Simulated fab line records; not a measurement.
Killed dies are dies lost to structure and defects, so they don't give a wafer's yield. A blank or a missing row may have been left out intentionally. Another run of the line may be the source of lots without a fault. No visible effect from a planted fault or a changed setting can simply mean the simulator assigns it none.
Lot-split experiment ; flow n5-finfet ; 21 wafers read from 7 lots, route of 1938 steps

## ON THE SPLIT
At N5_BEOL_M13_CMP_49 (polishes, stops on SiOC, t overpolish 17.1 s, target thk 420 nm), the setting down-force-psi was moved away from the recipe's 1 psi on 9 of the 21 wafers read, by -18.9% to +14.1%. The other wafers ran this setting at the recipe's value.

Reading taken at the split's own step.

## THE READING
barrier-field-endpoint-s, in s, at N5_BEOL_M13_CMP_49 (polishes, stops on SiOC, t overpolish 17.1 s, target thk 420 nm). On this fab line, fault-free wafers typically give 30.4 s with a standard deviation of 0.69 s.

wafer;tool, chamber at the split;down-force-psi as run, psi;against the recipe;barrier-field-endpoint-s, s;against lot-mates on the recipe
L075.3;cmp-04, 2;0.8107;-18.9%;37.3;+5.9
L075.4;cmp-04, 3;0.8107;-18.9%;39.2;+7.8
L075.6;cmp-04, 2;1;recipe;31.4;-
L076.3;cmp-04, 1;1;recipe;30.5;-
L076.5;cmp-04, 2;1.075;+7.5%;27.9;-2.6
L076.6;cmp-04, 3;1.075;+7.5%;27.5;-3.0
L077.1;cmp-04, 3;0.9299;-7.0%;32.3;+3.0
L077.3;cmp-04, 0;1;recipe;30.3;-
L077.2;cmp-04, 1;1;recipe;28.3;-
L080.2;cmp-01, 0;1;recipe;31.2;-
L080.3;cmp-01, 1;1.141;+14.1%;26.5;-4.7
L080.5;cmp-01, 0;1.141;+14.1%;25.1;-6.1
L081.3;cmp-02, 3;1;recipe;30.6;-
L081.6;cmp-02, 3;1;recipe;29.8;-
L081.5;cmp-02, 0;1;recipe;29.6;-
L083.4;cmp-04, 2;1;recipe;27.9;-
L083.3;cmp-04, 0;1;recipe;29.6;-
L083.1;cmp-04, 1;1;recipe;30.8;-
L093.4;cmp-04, 2;0.9092;-9.1%;35.5;+5.4
L093.1;cmp-04, 3;1;recipe;30.1;-
L093.5;cmp-04, 2;0.9092;-9.1%;35.3;+5.2

FIT RESULTS
A straight line over all 21 wafers: barrier-field-endpoint-s changes by -0.396 s for each +1% of down-force-psi; r = -0.95; the points scatter about the line by 1.1 s.
The same after taking each lot's own level away (the mean of its wafers on the recipe; 21 wafers): -0.394 s for each +1%; r = -0.97; scatter 0.92 s.
Per that fit: largest down-force-psi move, reading shift of 7.5 s.
The span of the lots' own levels, 29.30 to 31.40 s, comes to 3.0 times the standard deviation stated above.
The two slopes are in agreement: the lot-to-lot level therefore moves the slope only a little.
Check: for one of the wafers moved furthest among these (-18.9%), held out of the fit, the line's prediction against its lot-mates is +8.26 s. It came out at +5.9 s against them.
Tool readings at the split's step, against how far the setting was moved: barrier-field-endpoint-s r = -0.95.

## THE OTHER SPLITS THESE WAFERS WENT THROUGH
Note: prior to the reading, these wafers also went through further splits. Each is held against what the fit with the lots' levels taken away leaves over:
other split on the same wafers;wafers away from the commonest value;r with barrier-field-endpoint-s (lot level and that fit taken away)
N5_BEOL_M10_COAT_63 spin-rpm;4;-0.44
N5_BEOL_M10_EXPOSE_25 dose-mj;12;-0.20
N5_BEOL_M11_ETCH_66 time-s;7;+0.15
N5_BEOL_M11_TRENCH_ETCH_37 bias-w;10;-0.03
N5_BEOL_M11_ETCH_41 time-s;8;+0.03
N5_BEOL_M13_COAT_04 spin-rpm;6;+0.05
N5_BEOL_M13_EXPOSE_07 dose-mj;7;-0.09
N5_BEOL_M13_SPUTTER_43 time-s;8;+0.55

## THE FILE'S OWN FIT
barrier-field-endpoint-s changes by -0.398 s for each +1% of down-force-psi, r = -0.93.
